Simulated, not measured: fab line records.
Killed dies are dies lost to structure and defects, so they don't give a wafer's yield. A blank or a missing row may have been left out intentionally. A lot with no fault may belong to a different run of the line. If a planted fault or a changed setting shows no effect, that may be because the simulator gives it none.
fab line records + flow n5Finfet
record:
- lots: 24
- wafers: 72
- lastDay: 18
route steps=1938 shown BEOL_M5@1150
lots that met no fault: from a run of the same line without faults
startH: start of the lot's first displayed wafer, in hours after the record's first day + waitH: hours elapsed since this lot's preceding step + " as in the row above + L1.1+2: one row covering several wafers at once + - value missing, or start not given + * or withheld: withheld + < > ~ a bound
route shown NAME@n: names a module that has steps shown in the file, with the first one's number in the route + usual: mean and standard deviation over wafers with no fault + same: alike in all rows + chamber/n: place in a boat + sites: per-site readings + _std_site: the standard deviation of these + _edge_site: inner sites' mean taken away from outer sites' mean + radiusMm: how far each site lies from the wafer's centre + mask NAME#n: copy n + behind: tool/chamber where the wafer was last shaped + hold: why the lot was held/for how many hours/how that ended + device: names the non-switching transistor (n, p or np) + end of line: at the end of the route, the tests of the same wafers + a step given without rows: its recipe and nothing more + killed: the dies lost at the first sort to structure and to defects; this is not the yield of the wafer + map: shows each die of a wafer: x if killed, . if not, _ if none is there
set.NAME: the setting the step ran with; set.NAME@STEP: the setting that earlier step ran with + model.NAME: the simulator's own value behind a step, which no gauge read
the route's steps for a sample of lots (tables are steps, rows are wafers)
services: a tool's chamber out of use, with start hour (startH, from the record's first day; less than 0 if before it), hours out, and reason
== steps ==
step: N5_BEOL_M5_INSPECT_30
recipe:
- mode: adi
- inspectInstrument: brightfield
usual:
- rawDefectCount: 419/120
| lot.wafer | tool             | chamber | startH | waitH | rawDefectCount |
|-----------|------------------|---------|--------|-------|----------------|
| L074.3    | defectInspect-01 | -       | 184.42 | 0.0   | 366            |
| L074.4    | "                | -       | "      | "     | 322            |
| L074.5    | "                | -       | "      | "     | 277            |
| L076.2    | defectInspect-01 | -       | 196.36 | 0.0   | 330            |
| L076.4    | "                | -       | "      | "     | 529            |
| L076.5    | "                | -       | "      | "     | 363            |
| L075.3    | defectInspect-01 | -       | 199.03 | 0.0   | 399            |
| L075.4    | "                | -       | "      | "     | 385            |
| L075.6    | "                | -       | "      | "     | 283            |
| L078.1    | defectInspect-01 | -       | 201.69 | 0.1   | 332            |
| L078.2    | "                | -       | "      | "     | 448            |
| L078.4    | "                | -       | "      | "     | 431            |
| L077.4    | defectInspect-01 | -       | 209.35 | 0.0   | 353            |
| L077.5    | "                | -       | "      | "     | 353            |
| L077.6    | "                | -       | "      | "     | 468            |
| L081.2    | defectInspect-01 | -       | 209.67 | 0.0   | 402            |
| L081.4    | "                | -       | "      | "     | 444            |
| L081.6    | "                | -       | "      | "     | 612            |
| L080.2    | defectInspect-02 | -       | 219.49 | 0.0   | 1106           |
| L080.5    | "                | -       | "      | "     | 765            |
| L080.6    | "                | -       | "      | "     | 481            |
| L079.1    | defectInspect-02 | -       | 228.41 | 0.1   | 587            |
| L079.5    | "                | -       | "      | "     | 543            |
| L079.6    | "                | -       | "      | "     | 460            |
| L082.2    | defectInspect-01 | -       | 248.07 | 0.0   | 273            |
| L082.3    | "                | -       | "      | "     | 368            |
| L082.4    | "                | -       | "      | "     | 372            |
| L083.1    | defectInspect-02 | -       | 250.12 | 0.1   | 624            |
| L083.2    | "                | -       | "      | "     | 589            |
| L083.5    | "                | -       | "      | "     | 492            |
| L084.1    | defectInspect-02 | -       | 250.17 | 0.1   | 546            |
| L084.4    | "                | -       | "      | "     | 452            |
| L084.5    | "                | -       | "      | "     | 518            |
| L086.3    | defectInspect-01 | -       | 258.42 | 0.0   | 260            |
| L086.4    | "                | -       | "      | "     | 312            |
| L086.5    | "                | -       | "      | "     | 382            |
| L085.2    | defectInspect-02 | -       | 258.47 | 0.0   | 357            |
| L085.4    | "                | -       | "      | "     | 388            |
| L085.5    | "                | -       | "      | "     | 398            |
| L088.1    | defectInspect-02 | -       | 258.65 | 0.1   | 530            |
| L088.2    | "                | -       | "      | "     | 440            |
| L088.3    | "                | -       | "      | "     | 322            |
| L089.4    | defectInspect-01 | -       | 267.14 | 0.0   | 331            |
| L089.5    | "                | -       | "      | "     | 401            |
| L089.6    | "                | -       | "      | "     | 336            |
| L087.2    | defectInspect-02 | -       | 268.06 | 0.0   | 577            |
| L087.4    | "                | -       | "      | "     | 385            |
| L087.5    | "                | -       | "      | "     | 418            |
| L090.2    | defectInspect-02 | -       | 275.57 | 0.0   | 469            |
| L090.3    | "                | -       | "      | "     | 481            |
| L090.6    | "                | -       | "      | "     | 491            |
| L091.1    | defectInspect-02 | -       | 278.61 | 0.1   | 425            |
| L091.3    | "                | -       | "      | "     | 369            |
| L091.6    | "                | -       | "      | "     | 453            |
| L092.1    | defectInspect-02 | -       | 296.05 | 0.1   | 476            |
| L092.4    | "                | -       | "      | "     | 439            |
| L092.5    | "                | -       | "      | "     | 297            |
| L093.2    | defectInspect-02 | -       | 307.87 | 0.0   | 499            |
| L093.3    | "                | -       | "      | "     | 353            |
| L093.6    | "                | -       | "      | "     | 421            |
| L097.2    | defectInspect-01 | -       | 314.41 | 0.0   | 296            |
| L097.3    | "                | -       | "      | "     | 421            |
| L097.5    | "                | -       | "      | "     | 277            |
| L096.1    | defectInspect-01 | -       | 320.36 | 0.1   | 279            |
| L096.3    | "                | -       | "      | "     | 274            |
| L096.6    | "                | -       | "      | "     | 329            |
| L094.1    | defectInspect-02 | -       | 320.54 | 0.1   | 509            |
| L094.4    | "                | -       | "      | "     | 461            |
| L094.5    | "                | -       | "      | "     | 433            |
| L095.1    | defectInspect-01 | -       | 339.69 | 0.1   | 468            |
| L095.3    | "                | -       | "      | "     | 365            |
| L095.5    | "                | -       | "      | "     | 367            |
step: N5_BEOL_M5_OCD_MEAS_38
usual:
- trenchDepthNm: 71.2/1.6
| lot.wafer | tool   | chamber | startH | waitH | trenchDepthNm |
|-----------|--------|---------|--------|-------|---------------|
| L074.3    | ocd-02 | -       | 184.87 | -     | 71.1          |
| L074.4    | "      | -       | "      | "     | 70.2          |
| L074.5    | "      | -       | "      | "     | 71.3          |
| L076.2    | ocd-02 | -       | 196.84 | -     | 67.7          |
| L076.4    | "      | -       | "      | "     | 70.1          |
| L076.5    | "      | -       | "      | "     | 69.7          |
| L075.3    | ocd-01 | -       | 199.49 | -     | 70.2          |
| L075.4    | "      | -       | "      | "     | 71.9          |
| L075.6    | "      | -       | "      | "     | 74.4          |
| L078.1    | ocd-02 | -       | 202.14 | -     | 71.4          |
| L078.2    | "      | -       | "      | "     | 71.6          |
| L078.4    | "      | -       | "      | "     | 70.2          |
| L077.4    | ocd-02 | -       | 209.80 | -     | 72.3          |
| L077.5    | "      | -       | "      | "     | 70.1          |
| L077.6    | "      | -       | "      | "     | 74.1          |
| L081.2    | ocd-02 | -       | 210.12 | -     | 72.0          |
| L081.4    | "      | -       | "      | "     | 71.4          |
| L081.6    | "      | -       | "      | "     | 71.9          |
| L080.2    | ocd-02 | -       | 219.96 | -     | 70.8          |
| L080.5    | "      | -       | "      | "     | 71.2          |
| L080.6    | "      | -       | "      | "     | 70.9          |
| L079.1    | ocd-01 | -       | 229.08 | -     | 73.3          |
| L079.5    | "      | -       | "      | "     | 71.1          |
| L079.6    | "      | -       | "      | "     | 75.0          |
| L082.2    | ocd-01 | -       | 248.53 | -     | 71.8          |
| L082.3    | "      | -       | "      | "     | 71.3          |
| L082.4    | "      | -       | "      | "     | 73.5          |
| L083.1    | ocd-01 | -       | 250.73 | -     | 70.8          |
| L083.2    | "      | -       | "      | "     | 70.6          |
| L083.5    | "      | -       | "      | "     | 70.1          |
| L084.1    | ocd-02 | -       | 250.80 | -     | 71.8          |
| L084.4    | "      | -       | "      | "     | 69.1          |
| L084.5    | "      | -       | "      | "     | 70.6          |
| L086.3    | ocd-01 | -       | 258.88 | -     | 67.0          |
| L086.4    | "      | -       | "      | "     | 72.0          |
| L086.5    | "      | -       | "      | "     | 67.6          |
| L085.2    | ocd-01 | -       | 259.28 | -     | 71.8          |
| L085.4    | "      | -       | "      | "     | 71.5          |
| L085.5    | "      | -       | "      | "     | 71.6          |
| L088.1    | ocd-01 | -       | 259.49 | -     | 70.5          |
| L088.2    | "      | -       | "      | "     | 71.2          |
| L088.3    | "      | -       | "      | "     | 71.9          |
| L089.4    | ocd-01 | -       | 267.60 | -     | 70.3          |
| L089.5    | "      | -       | "      | "     | 71.1          |
| L089.6    | "      | -       | "      | "     | 70.0          |
| L087.2    | ocd-02 | -       | 268.55 | -     | 74.2          |
| L087.4    | "      | -       | "      | "     | 66.9          |
| L087.5    | "      | -       | "      | "     | 69.3          |
| L090.2    | ocd-02 | -       | 276.17 | -     | 71.6          |
| L090.3    | "      | -       | "      | "     | 72.2          |
| L090.6    | "      | -       | "      | "     | 72.1          |
| L091.1    | ocd-01 | -       | 279.06 | -     | 70.4          |
| L091.3    | "      | -       | "      | "     | 73.2          |
| L091.6    | "      | -       | "      | "     | 70.6          |
| L092.1    | ocd-02 | -       | 296.68 | -     | 70.5          |
| L092.4    | "      | -       | "      | "     | 73.6          |
| L092.5    | "      | -       | "      | "     | 70.3          |
| L093.2    | ocd-02 | -       | 308.35 | -     | 70.1          |
| L093.3    | "      | -       | "      | "     | 68.8          |
| L093.6    | "      | -       | "      | "     | 69.4          |
| L097.2    | ocd-01 | -       | 314.86 | -     | 71.5          |
| L097.3    | "      | -       | "      | "     | 69.7          |
| L097.5    | "      | -       | "      | "     | 71.8          |
| L096.1    | ocd-01 | -       | 321.20 | -     | 71.7          |
| L096.3    | "      | -       | "      | "     | 71.3          |
| L096.6    | "      | -       | "      | "     | 72.0          |
| L094.1    | ocd-01 | -       | 321.58 | -     | 72.8          |
| L094.4    | "      | -       | "      | "     | 69.2          |
| L094.5    | "      | -       | "      | "     | 73.2          |
| L095.1    | ocd-02 | -       | 340.14 | -     | 69.8          |
| L095.3    | "      | -       | "      | "     | 73.4          |
| L095.5    | "      | -       | "      | "     | 71.8          |
step: N5_BEOL_M5_CD_MEAS_35
recipe:
- targetCdNm: 28
- targetCdYNm: 24
- polarity: opening
usual:
- cdNm: 28.0/0.45
| lot.wafer | tool     | chamber | startH | waitH | cdNm |
|-----------|----------|---------|--------|-------|------|
| L074.3    | cdSem-01 | -       | 185.03 | 0.0   | 28.0 |
| L074.4    | "        | -       | "      | "     | 27.3 |
| L074.5    | "        | -       | "      | "     | 27.6 |
| L076.2    | cdSem-02 | -       | 197.00 | 0.0   | 27.3 |
| L076.4    | "        | -       | "      | "     | 27.7 |
| L076.5    | "        | -       | "      | "     | 27.3 |
| L075.3    | cdSem-02 | -       | 199.64 | 0.0   | 28.2 |
| L075.4    | "        | -       | "      | "     | 27.8 |
| L075.6    | "        | -       | "      | "     | 28.3 |
| L078.1    | cdSem-02 | -       | 202.30 | 0.0   | 28.0 |
| L078.2    | "        | -       | "      | "     | 27.8 |
| L078.4    | "        | -       | "      | "     | 28.3 |
| L077.4    | cdSem-03 | -       | 209.96 | 0.0   | 27.6 |
| L077.5    | "        | -       | "      | "     | 27.9 |
| L077.6    | "        | -       | "      | "     | 28.2 |
| L081.2    | cdSem-02 | -       | 210.27 | 0.0   | 28.1 |
| L081.4    | "        | -       | "      | "     | 28.7 |
| L081.6    | "        | -       | "      | "     | 28.1 |
| L080.2    | cdSem-03 | -       | 220.11 | 0.0   | 27.7 |
| L080.5    | "        | -       | "      | "     | 28.4 |
| L080.6    | "        | -       | "      | "     | 27.9 |
| L079.1    | cdSem-02 | -       | 229.23 | 0.0   | 28.7 |
| L079.5    | "        | -       | "      | "     | 28.1 |
| L079.6    | "        | -       | "      | "     | 28.3 |
| L082.2    | cdSem-03 | -       | 248.69 | 0.0   | 27.7 |
| L082.3    | "        | -       | "      | "     | 27.8 |
| L082.4    | "        | -       | "      | "     | 27.4 |
| L083.1    | cdSem-03 | -       | 250.88 | 0.0   | 27.7 |
| L083.2    | "        | -       | "      | "     | 27.8 |
| L083.5    | "        | -       | "      | "     | 28.1 |
| L084.1    | cdSem-03 | -       | 250.96 | 0.0   | 27.7 |
| L084.4    | "        | -       | "      | "     | 27.9 |
| L084.5    | "        | -       | "      | "     | 27.8 |
| L086.3    | cdSem-02 | -       | 259.03 | 0.0   | 27.0 |
| L086.4    | "        | -       | "      | "     | 27.6 |
| L086.5    | "        | -       | "      | "     | 27.1 |
| L085.2    | cdSem-02 | -       | 259.43 | 0.0   | 27.9 |
| L085.4    | "        | -       | "      | "     | 28.9 |
| L085.5    | "        | -       | "      | "     | 28.2 |
| L088.1    | cdSem-01 | -       | 259.64 | 0.0   | 27.9 |
| L088.2    | "        | -       | "      | "     | 28.4 |
| L088.3    | "        | -       | "      | "     | 28.7 |
| L089.4    | cdSem-01 | -       | 267.76 | 0.0   | 28.6 |
| L089.5    | "        | -       | "      | "     | 28.4 |
| L089.6    | "        | -       | "      | "     | 28.5 |
| L087.2    | cdSem-03 | -       | 268.70 | 0.0   | 28.1 |
| L087.4    | "        | -       | "      | "     | 27.3 |
| L087.5    | "        | -       | "      | "     | 27.3 |
| L090.2    | cdSem-03 | -       | 276.32 | 0.0   | 28.0 |
| L090.3    | "        | -       | "      | "     | 27.5 |
| L090.6    | "        | -       | "      | "     | 28.2 |
| L091.1    | cdSem-02 | -       | 279.21 | 0.0   | 27.8 |
| L091.3    | "        | -       | "      | "     | 27.6 |
| L091.6    | "        | -       | "      | "     | 27.6 |
| L092.1    | cdSem-01 | -       | 296.83 | 0.0   | 27.3 |
| L092.4    | "        | -       | "      | "     | 26.8 |
| L092.5    | "        | -       | "      | "     | 27.8 |
| L093.2    | cdSem-03 | -       | 308.51 | 0.0   | 28.6 |
| L093.3    | "        | -       | "      | "     | 28.2 |
| L093.6    | "        | -       | "      | "     | 28.3 |
| L097.2    | cdSem-02 | -       | 315.02 | 0.0   | 27.5 |
| L097.3    | "        | -       | "      | "     | 27.5 |
| L097.5    | "        | -       | "      | "     | 28.0 |
| L096.1    | cdSem-01 | -       | 321.35 | 0.0   | 27.4 |
| L096.3    | "        | -       | "      | "     | 28.4 |
| L096.6    | "        | -       | "      | "     | 27.8 |
| L094.1    | cdSem-03 | -       | 321.74 | 0.0   | 27.7 |
| L094.4    | "        | -       | "      | "     | 27.6 |
| L094.5    | "        | -       | "      | "     | 28.3 |
| L095.1    | cdSem-03 | -       | 340.29 | 0.0   | 28.0 |
| L095.3    | "        | -       | "      | "     | 28.0 |
| L095.5    | "        | -       | "      | "     | 28.5 |
step: N5_BEOL_M5_SPUTTER_81
recipe:
- material: Cu
- targetThkA: 150
- tempC: -20
- chamberPressurePa: 0.07
- powerW: withheld
- timeS: 27.62
usual:
- throttleValvePct: 29.9/0.84
| lot.wafer | tool          | chamber | startH | waitH | throttleValvePct |
|-----------|---------------|---------|--------|-------|------------------|
| L074.3    | pvdSputter-01 | -       | 187.51 | 0.5   | 30.1             |
| L074.4    | "             | -       | "      | "     | 30.2             |
| L074.5    | "             | -       | "      | "     | 30.1             |
| L076.2    | pvdSputter-02 | -       | 199.56 | 0.5   | 29.9             |
| L076.4    | "             | -       | "      | "     | 30.6             |
| L076.5    | "             | -       | "      | "     | 30.1             |
| L075.3    | pvdSputter-01 | -       | 203.78 | 0.5   | 30.2             |
| L075.4    | "             | -       | "      | "     | 31.2             |
| L075.6    | "             | -       | "      | "     | 30.4             |
| L078.1    | pvdSputter-02 | -       | 204.90 | 0.5   | 30.1             |
| L078.2    | "             | -       | "      | "     | 30.9             |
| L078.4    | "             | -       | "      | "     | 29.8             |
| L077.4    | pvdSputter-01 | -       | 212.56 | 0.5   | 30.5             |
| L077.5    | "             | -       | "      | "     | 30.0             |
| L077.6    | "             | -       | "      | "     | 30.3             |
| L081.2    | pvdSputter-03 | -       | 213.30 | 0.5   | 30.9             |
| L081.4    | "             | -       | "      | "     | 29.1             |
| L081.6    | "             | -       | "      | "     | 29.3             |
| L080.2    | pvdSputter-02 | -       | 223.22 | 0.5   | 30.9             |
| L080.5    | "             | -       | "      | "     | 29.8             |
| L080.6    | "             | -       | "      | "     | 28.5             |
| L079.1    | pvdSputter-03 | -       | 231.67 | 0.5   | 29.5             |
| L079.5    | "             | -       | "      | "     | 29.3             |
| L079.6    | "             | -       | "      | "     | 31.0             |
| L082.2    | pvdSputter-02 | -       | 252.17 | 0.5   | 28.5             |
| L082.3    | "             | -       | "      | "     | 29.9             |
| L082.4    | "             | -       | "      | "     | 30.3             |
| L083.1    | pvdSputter-03 | -       | 253.11 | 0.5   | 29.6             |
| L083.2    | "             | -       | "      | "     | 29.3             |
| L083.5    | "             | -       | "      | "     | 29.2             |
| L084.1    | pvdSputter-01 | -       | 253.66 | 0.5   | 30.1             |
| L084.4    | "             | -       | "      | "     | 30.3             |
| L084.5    | "             | -       | "      | "     | 30.3             |
| L086.3    | pvdSputter-01 | -       | 261.22 | 0.5   | 30.3             |
| L086.4    | "             | -       | "      | "     | 30.5             |
| L086.5    | "             | -       | "      | "     | 31.1             |
| L085.2    | pvdSputter-03 | -       | 263.12 | 0.5   | 29.1             |
| L085.4    | "             | -       | "      | "     | 29.2             |
| L085.5    | "             | -       | "      | "     | 31.0             |
| L088.1    | pvdSputter-02 | -       | 263.55 | 0.5   | 30.9             |
| L088.2    | "             | -       | "      | "     | 29.8             |
| L088.3    | "             | -       | "      | "     | 30.0             |
| L089.4    | pvdSputter-02 | -       | 270.58 | 0.5   | 29.9             |
| L089.5    | "             | -       | "      | "     | 30.0             |
| L089.6    | "             | -       | "      | "     | 29.9             |
| L087.2    | pvdSputter-03 | -       | 271.00 | 0.5   | 29.4             |
| L087.4    | "             | -       | "      | "     | 29.3             |
| L087.5    | "             | -       | "      | "     | 29.4             |
| L090.2    | pvdSputter-02 | -       | 279.72 | 0.5   | 30.7             |
| L090.3    | "             | -       | "      | "     | 29.9             |
| L090.6    | "             | -       | "      | "     | 28.2             |
| L091.1    | pvdSputter-01 | -       | 281.64 | 0.5   | 30.9             |
| L091.3    | "             | -       | "      | "     | 30.7             |
| L091.6    | "             | -       | "      | "     | 30.7             |
| L092.1    | pvdSputter-03 | -       | 301.01 | 0.5   | 29.3             |
| L092.4    | "             | -       | "      | "     | 29.3             |
| L092.5    | "             | -       | "      | "     | 29.3             |
| L093.2    | pvdSputter-01 | -       | 310.71 | 0.5   | 31.3             |
| L093.3    | "             | -       | "      | "     | 30.4             |
| L093.6    | "             | -       | "      | "     | 30.7             |
| L097.2    | pvdSputter-02 | -       | 317.84 | 0.5   | 30.0             |
| L097.3    | "             | -       | "      | "     | 28.4             |
| L097.5    | "             | -       | "      | "     | 30.2             |
| L096.1    | pvdSputter-01 | -       | 323.88 | 0.5   | 30.5             |
| L096.3    | "             | -       | "      | "     | 31.1             |
| L096.6    | "             | -       | "      | "     | 31.3             |
| L094.1    | pvdSputter-02 | -       | 325.71 | 0.6   | 28.4             |
| L094.4    | "             | -       | "      | "     | 28.2             |
| L094.5    | "             | -       | "      | "     | 30.0             |
| L095.1    | pvdSputter-03 | -       | 342.60 | 0.5   | 28.6             |
| L095.3    | "             | -       | "      | "     | 29.5             |
| L095.5    | "             | -       | "      | "     | 29.2             |
step: N5_BEOL_M5_ANNEAL_89
recipe:
- tempC: 400
- timeS: 1800
- ambient: vacuum
usual:
- heaterPowerW: 828/59
| lot.wafer | tool          | chamber | startH | waitH | heaterPowerW |
|-----------|---------------|---------|--------|-------|--------------|
| L074.3    | pvdSputter-01 | -       | 189.76 | 0.0   | 796          |
| L074.4    | "             | -       | "      | "     | 923          |
| L074.5    | "             | -       | "      | "     | 904          |
| L076.2    | pvdSputter-02 | -       | 201.81 | 0.0   | 857          |
| L076.4    | "             | -       | "      | "     | 846          |
| L076.5    | "             | -       | "      | "     | 875          |
| L075.3    | pvdSputter-01 | -       | 206.04 | 0.0   | 800          |
| L075.4    | "             | -       | "      | "     | 854          |
| L075.6    | "             | -       | "      | "     | 696          |
| L078.1    | pvdSputter-02 | -       | 207.16 | 0.0   | 823          |
| L078.2    | "             | -       | "      | "     | 834          |
| L078.4    | "             | -       | "      | "     | 881          |
| L081.2    | pvdSputter-03 | -       | 215.55 | 0.0   | 733          |
| L081.4    | "             | -       | "      | "     | 852          |
| L081.6    | "             | -       | "      | "     | 844          |
| L077.4    | pvdSputter-01 | -       | 215.73 | 0.0   | 668          |
| L077.5    | "             | -       | "      | "     | 906          |
| L077.6    | "             | -       | "      | "     | 812          |
| L080.2    | pvdSputter-02 | -       | 225.47 | 0.0   | 837          |
| L080.5    | "             | -       | "      | "     | 884          |
| L080.6    | "             | -       | "      | "     | 823          |
| L079.1    | pvdSputter-03 | -       | 233.92 | 0.0   | 851          |
| L079.5    | "             | -       | "      | "     | 852          |
| L079.6    | "             | -       | "      | "     | 721          |
| L082.2    | pvdSputter-02 | -       | 254.42 | 0.0   | 825          |
| L082.3    | "             | -       | "      | "     | 878          |
| L082.4    | "             | -       | "      | "     | 825          |
| L083.1    | pvdSputter-03 | -       | 255.36 | 0.0   | 864          |
| L083.2    | "             | -       | "      | "     | 856          |
| L083.5    | "             | -       | "      | "     | 873          |
| L084.1    | pvdSputter-01 | -       | 255.91 | 0.0   | 893          |
| L084.4    | "             | -       | "      | "     | 684          |
| L084.5    | "             | -       | "      | "     | 885          |
| L086.3    | pvdSputter-01 | -       | 263.48 | 0.0   | 877          |
| L086.4    | "             | -       | "      | "     | 804          |
| L086.5    | "             | -       | "      | "     | 842          |
| L085.2    | pvdSputter-03 | -       | 265.37 | 0.0   | 878          |
| L085.4    | "             | -       | "      | "     | 855          |
| L085.5    | "             | -       | "      | "     | 731          |
| L088.1    | pvdSputter-02 | -       | 265.81 | 0.0   | 847          |
| L088.2    | "             | -       | "      | "     | 862          |
| L088.3    | "             | -       | "      | "     | 815          |
| L089.4    | pvdSputter-02 | -       | 272.83 | 0.0   | 779          |
| L089.5    | "             | -       | "      | "     | 865          |
| L089.6    | "             | -       | "      | "     | 808          |
| L087.2    | pvdSputter-03 | -       | 273.25 | 0.0   | 846          |
| L087.4    | "             | -       | "      | "     | 878          |
| L087.5    | "             | -       | "      | "     | 849          |
| L090.2    | pvdSputter-02 | -       | 281.97 | 0.0   | 834          |
| L090.3    | "             | -       | "      | "     | 878          |
| L090.6    | "             | -       | "      | "     | 831          |
| L091.1    | pvdSputter-01 | -       | 283.89 | 0.0   | 847          |
| L091.3    | "             | -       | "      | "     | 800          |
| L091.6    | "             | -       | "      | "     | 792          |
| L092.1    | pvdSputter-03 | -       | 303.44 | 0.0   | 859          |
| L092.4    | "             | -       | "      | "     | 847          |
| L092.5    | "             | -       | "      | "     | 837          |
| L093.2    | pvdSputter-01 | -       | 312.96 | 0.0   | 861          |
| L093.3    | "             | -       | "      | "     | 899          |
| L093.6    | "             | -       | "      | "     | 693          |
| L097.2    | pvdSputter-02 | -       | 320.09 | 0.0   | 806          |
| L097.3    | "             | -       | "      | "     | 848          |
| L097.5    | "             | -       | "      | "     | 857          |
| L096.1    | pvdSputter-01 | -       | 326.13 | 0.0   | 706          |
| L096.3    | "             | -       | "      | "     | 855          |
| L096.6    | "             | -       | "      | "     | 847          |
| L094.1    | pvdSputter-02 | -       | 328.24 | 0.0   | 847          |
| L094.4    | "             | -       | "      | "     | 832          |
| L094.5    | "             | -       | "      | "     | 895          |
| L095.1    | pvdSputter-03 | -       | 345.02 | 0.0   | 864          |
| L095.3    | "             | -       | "      | "     | 848          |
| L095.5    | "             | -       | "      | "     | 849          |
step: N5_BEOL_M5_DEP_56
recipe:
- material: SiCN
- targetThkA: 80
- tempC: withheld
- precursor: 3MS/NH3
- pressureTorr: 3
- rfW: 202
- timeS: 14
usual:
- showerheadPlenumPTorr: 3.659/0.0094
- throttleValvePct: 9.0/0.65
| lot.wafer | tool     | chamber | startH | waitH | showerheadPlenumPTorr | throttleValvePct |
|-----------|----------|---------|--------|-------|-----------------------|------------------|
| L074.3    | pecvd-02 | 1       | 191.79 | 0.0   | 3.657                 | 9.0              |
| L074.4    | "        | 0       | "      | "     | 3.654                 | 8.7              |
| L074.5    | "        | 2       | "      | "     | 3.672                 | 9.1              |
| L076.2    | pecvd-01 | 1       | 203.82 | 0.0   | 3.660                 | 10.2             |
| L076.4    | "        | 0       | "      | "     | 3.651                 | 10.2             |
| L076.5    | "        | 1       | "      | "     | 3.672                 | 10.1             |
| L075.3    | pecvd-02 | 1       | 208.33 | 0.0   | 3.670                 | 9.1              |
| L075.4    | "        | 0       | "      | "     | 3.647                 | 9.1              |
| L075.6    | "        | 0       | "      | "     | 3.658                 | 9.1              |
| L078.1    | pecvd-01 | 0       | 209.50 | 0.0   | 3.644                 | 10.4             |
| L078.2    | "        | 1       | "      | "     | 3.659                 | 10.0             |
| L078.4    | "        | 2       | "      | "     | 3.655                 | 8.3              |
| L077.4    | pecvd-02 | 0       | 217.75 | 0.0   | 3.645                 | 8.8              |
| L077.5    | "        | 0       | "      | "     | 3.644                 | 9.1              |
| L077.6    | "        | 1       | "      | "     | 3.668                 | 9.1              |
| L081.2    | pecvd-04 | 0       | 217.95 | 0.0   | 3.665                 | 8.5              |
| L081.4    | "        | 2       | "      | "     | 3.662                 | 8.7              |
| L081.6    | "        | 0       | "      | "     | 3.665                 | 8.5              |
| L080.2    | pecvd-02 | 1       | 227.48 | 0.0   | 3.662                 | 8.9              |
| L080.5    | "        | 1       | "      | "     | 3.648                 | 9.1              |
| L080.6    | "        | 0       | "      | "     | 3.648                 | 9.1              |
| L079.1    | pecvd-02 | 2       | 236.39 | 0.0   | 3.675                 | 8.5              |
| L079.5    | "        | 1       | "      | "     | 3.666                 | 9.0              |
| L079.6    | "        | 2       | "      | "     | 3.661                 | 8.1              |
| L082.2    | pecvd-04 | 1       | 256.43 | 0.0   | 3.638                 | 9.0              |
| L082.3    | "        | 2       | "      | "     | 3.654                 | 8.8              |
| L082.4    | "        | 0       | "      | "     | 3.665                 | 8.4              |
| L083.1    | pecvd-02 | 1       | 257.69 | 0.0   | 3.654                 | 9.4              |
| L083.2    | "        | 2       | "      | "     | 3.670                 | 8.6              |
| L083.5    | "        | 0       | "      | "     | 3.663                 | 8.7              |
| L084.1    | pecvd-02 | 1       | 258.02 | 0.0   | 3.662                 | 8.9              |
| L084.4    | "        | 0       | "      | "     | 3.653                 | 9.1              |
| L084.5    | "        | 1       | "      | "     | 3.659                 | 9.2              |
| L086.3    | pecvd-04 | 0       | 265.47 | 0.0   | 3.672                 | 8.4              |
| L086.4    | "        | 1       | "      | "     | 3.655                 | 8.7              |
| L086.5    | "        | 0       | "      | "     | 3.662                 | 8.4              |
| L085.2    | pecvd-02 | 2       | 267.37 | 0.0   | 3.672                 | 8.0              |
| L085.4    | "        | 2       | "      | "     | 3.671                 | 8.4              |
| L085.5    | "        | 0       | "      | "     | 3.650                 | 8.9              |
| L088.1    | pecvd-01 | 1       | 267.94 | 0.0   | 3.664                 | 10.1             |
| L088.2    | "        | 0       | "      | "     | 3.654                 | 10.6             |
| L088.3    | "        | 2       | "      | "     | 3.669                 | 8.4              |
| L089.4    | pecvd-01 | 0       | 274.85 | 0.0   | 3.644                 | 10.4             |
| L089.5    | "        | 2       | "      | "     | 3.656                 | 8.5              |
| L089.6    | "        | 1       | "      | "     | 3.674                 | 10.1             |
| L087.2    | pecvd-01 | 1       | 275.25 | 0.0   | 3.672                 | 9.9              |
| L087.4    | "        | 1       | "      | "     | 3.673                 | 10.3             |
| L087.5    | "        | 0       | "      | "     | 3.650                 | 10.4             |
| L090.2    | pecvd-02 | 0       | 283.97 | 0.0   | 3.658                 | 9.0              |
| L090.3    | "        | 2       | "      | "     | 3.674                 | 8.3              |
| L090.6    | "        | 0       | "      | "     | 3.643                 | 9.0              |
| L091.1    | pecvd-01 | 1       | 285.89 | 0.0   | 3.666                 | 10.2             |
| L091.3    | "        | 0       | "      | "     | 3.641                 | 10.5             |
| L091.6    | "        | 2       | "      | "     | 3.662                 | 8.5              |
| L092.1    | pecvd-04 | 1       | 305.53 | 0.0   | 3.639                 | 9.0              |
| L092.4    | "        | 2       | "      | "     | 3.653                 | 8.8              |
| L092.5    | "        | 0       | "      | "     | 3.664                 | 8.5              |
| L093.2    | pecvd-04 | 0       | 315.35 | 0.0   | 3.667                 | 8.5              |
| L093.3    | "        | 2       | "      | "     | 3.659                 | 8.8              |
| L093.6    | "        | 1       | "      | "     | 3.657                 | 8.9              |
| L097.2    | pecvd-04 | 1       | 322.38 | 0.0   | 3.649                 | 9.0              |
| L097.3    | "        | 0       | "      | "     | 3.663                 | 8.3              |
| L097.5    | "        | 2       | "      | "     | 3.650                 | 8.8              |
| L096.1    | pecvd-02 | 0       | 328.13 | 0.0   | 3.650                 | 8.8              |
| L096.3    | "        | 2       | "      | "     | 3.673                 | 8.6              |
| L096.6    | "        | 2       | "      | "     | 3.669                 | 8.3              |
| L094.1    | pecvd-01 | 1       | 330.57 | 0.0   | 3.664                 | 10.2             |
| L094.4    | "        | 2       | "      | "     | 3.655                 | 8.6              |
| L094.5    | "        | 0       | "      | "     | 3.640                 | 10.5             |
| L095.1    | pecvd-04 | 0       | 348.11 | 0.0   | 3.673                 | 8.4              |
| L095.3    | "        | 1       | "      | "     | 3.650                 | 8.7              |
| L095.5    | "        | 2       | "      | "     | 3.655                 | 8.7              |
== services ==
| tool          | chamber | startH | hours | kind                         |
|---------------|---------|--------|-------|------------------------------|
| pecvd-04      | -       | 164.40 | 5.5   | pm                           |
| pecvd-04      | -       | 197.69 | 1.0   | repair                       |
| pecvd-02      | 2       | 202.38 | -     | clean                        |
| pecvd-02      | 2       | 202.38 | -     | consumableReplace:showerhead |
| pecvd-02      | 2       | 202.38 | 29.0  | scheduledDown                |
| pecvd-02      | 2       | 202.38 | 29.0  | ventCycle                    |
| pecvd-02      | 0       | 237.10 | 5.5   | scheduledDown                |
| pecvd-04      | -       | 253.36 | 2.4   | repair                       |
| pecvd-02      | -       | 260.38 | 0.8   | repair                       |
| pecvd-01      | 1       | 278.30 | 5.0   | scheduledDown                |
| pvdSputter-01 | -       | 302.54 | 1.3   | repair                       |
| pvdSputter-01 | -       | 331.05 | 9.3   | repair                       |
| pecvd-02      | -       | 347.99 | 6.0   | pm                           |
== key ==
fault none
